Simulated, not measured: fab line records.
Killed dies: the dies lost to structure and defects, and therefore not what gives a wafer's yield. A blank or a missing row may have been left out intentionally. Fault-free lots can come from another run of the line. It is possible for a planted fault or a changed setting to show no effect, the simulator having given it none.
A struck lot beside a sound one :: flow n5 finfet :: 36 out of 1938 route steps
Sound: the wafers L829.3, L829.4, L829.5. Struck: wafers L843.3, L843.5. (L843.2 of the same lot was not struck and is left out.) The cause comes at the end.
Order at every step that has rows: each side's tool, ch and its chambers, its first start. Under that, the readings that differ: sound wafers :: struck wafers :: difference of the means :: sigmas: that difference in standard deviations of wafers without a fault.
alike: words and numbers the same on both sides, and readings whose means are apart by under 2 such deviations; not compared: readings that were withheld, readings missing a value for some wafer, numbers with overlapping values and no deviation given by the record, and bounds like >300 which may hide the same value.
A row with sigmas, a row that says differs or no value, or rows on one side alone: a step with any of these is where the two part. Non-overlapping numbers with no deviation appear without sigmas and do not part them. A reading missing from all wafers of one side parts the sides only when that side holds two or more wafers.

first, 9 steps without rows for these wafers: N5_BEOL_M7_ALD_77 (deposits TaN, target thk 2 nm, pulse time 2 s, purge time 3 s); N5_BEOL_M7_SURFACE_TREAT_79; N5_BEOL_M7_CVD_78 (deposits Co from CCTBA/H2, target thk 2 nm, time 142.3 s); N5_BEOL_M7_SPUTTER_48 (material Cu, target thk 10 nm, time 1.667 s); N5_BEOL_M7_ECD_50 (material Cu, target thk 300 nm); N5_BEOL_M7_ANNEAL_51 (time 90 s); N5_BEOL_M7_CMP_52 (polishes, stops on SiCOH lowk, t overpolish 6.9 s, target thk 80 nm); N5_BEOL_M7_PRE_CLEAN_55 (time 15 s); N5_BEOL_M7_DEP_56 (deposits SiCN from 3MS/NH3, target thk 10 nm, time 17.5 s).
N5_BEOL_M8_ILD_DEP_00: deposits SiCOH lowk from DEMS/porogen, target thk 179.75 nm, time 33.4 s.
  sound on pecvd-03 ch 0,1,2, day 10 08:19; struck on pecvd-03 ch 0,1, day 13 18:50
reading: rf fwd power W (W)
sound: 495.8 496.1 491.6
struck: - -
difference: no value on the struck wafers
sigmas: 

reading: model.SiCOH_lowk_of_BEOL_M8_ILD_DEP_00.thk nm (nm)
sound: 181 182.4 184.2
struck: 162.4 170.4
difference: -16.1
sigmas: 
  alike: heater power w, showerhead plenum p Torr, throttle valve pct
then, 1 step without rows for these wafers: N5_BEOL_M8_CURE_74 (cures SiCOH lowk, time 240 s).
N5_BEOL_M8_THK_MEAS_01:
  sound: film metro-01 at day 10 09:01; struck: film metro-01 at day 13 19:25
reading: M8_ILD_THK (nm)
sound: 156.1 157.3 158.9
struck: 139.9 146.9
difference: -14.0
sigmas: -7
then, 23 steps without rows for these wafers: N5_BEOL_M8_PECVD_70 (deposits SiO2 from TEOS/O2, target thk 20 nm, time 22.7 s); N5_BEOL_M8_HM_DEP_02 (deposits TiN, target thk 20 nm); N5_BEOL_M8_COAT_59 (time 60 s, resist thk 100 nm); N5_BEOL_M8_COAT_60 (time 60 s, resist thk 35 nm); N5_BEOL_M8_COAT_05 (resist thk 90 nm); N5_BEOL_M8_EBR_07; N5_BEOL_M8_SOFTBAKE_06 (time 60 s); N5_BEOL_M8_EXPOSE_08 (exposes mask M8); N5_BEOL_M8_PEB_09 (peb time 60 s); N5_BEOL_M8_DEVELOP_10 (develop time 30 s); N5_BEOL_M8_DESCUM_16 (chemistry O2, time 7.9 s); N5_BEOL_M8_ETCH_61 (etches SiARC in CF4, target depth 45.5 nm, time 75.8 s); N5_BEOL_M8_ETCH_62 (etches SOC in N2/H2, target depth 110 nm, overetch 22 nm, time 165 s); N5_BEOL_M8_STRIP_68 (strips in N2/H2); N5_BEOL_M8_STRIP_67 (strips in CF4); N5_BEOL_M8_HM_OPEN_17 (chemistry Cl2/BCl3, target TiN, target depth 20 nm, overetch 6 nm); N5_BEOL_M8_STRIP_19 (strips in O2); N5_BEOL_M8_COAT_63 (time 60 s, resist thk 60 nm); N5_BEOL_M8_COAT_64 (time 60 s, resist thk 12 nm); N5_BEOL_M8_COAT_71 (time 60 s, resist thk 5 nm); N5_BEOL_M8_COAT_22 (resist thk 30 nm); N5_BEOL_M8_EBR_24; N5_BEOL_M8_SOFTBAKE_23 (time 60 s).
N5_BEOL_M8_CMP_52: polishes, stops on SiCOH lowk, t overpolish 6.9 s, target thk 80 nm.
  sound on cmp-04 ch 2,3, day 10 16:14; struck on cmp-01 ch 2,3, day 14 04:58
reading: model.SiCOH_lowk_of_BEOL_M8_ILD_DEP_00.thk nm (nm)
sound: 153.2 154.4 155.8
struck: 136.8 143.8
difference: -14.2
sigmas: 
  alike: motor current A, slurry flow ml min

== WHERE THEY PART ==
Last at N5_BEOL_M8_THK_MEAS_01 as far as this record goes, first at N5_BEOL_M8_ILD_DEP_00. Later steps at which nothing parts them and some readings are alike: N5_BEOL_M8_CMP_52.

WHY: the cause the simulator had injected
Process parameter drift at N5_BEOL_M8_ILD_DEP_00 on pecvd-03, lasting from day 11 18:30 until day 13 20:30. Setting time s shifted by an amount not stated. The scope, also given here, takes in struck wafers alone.
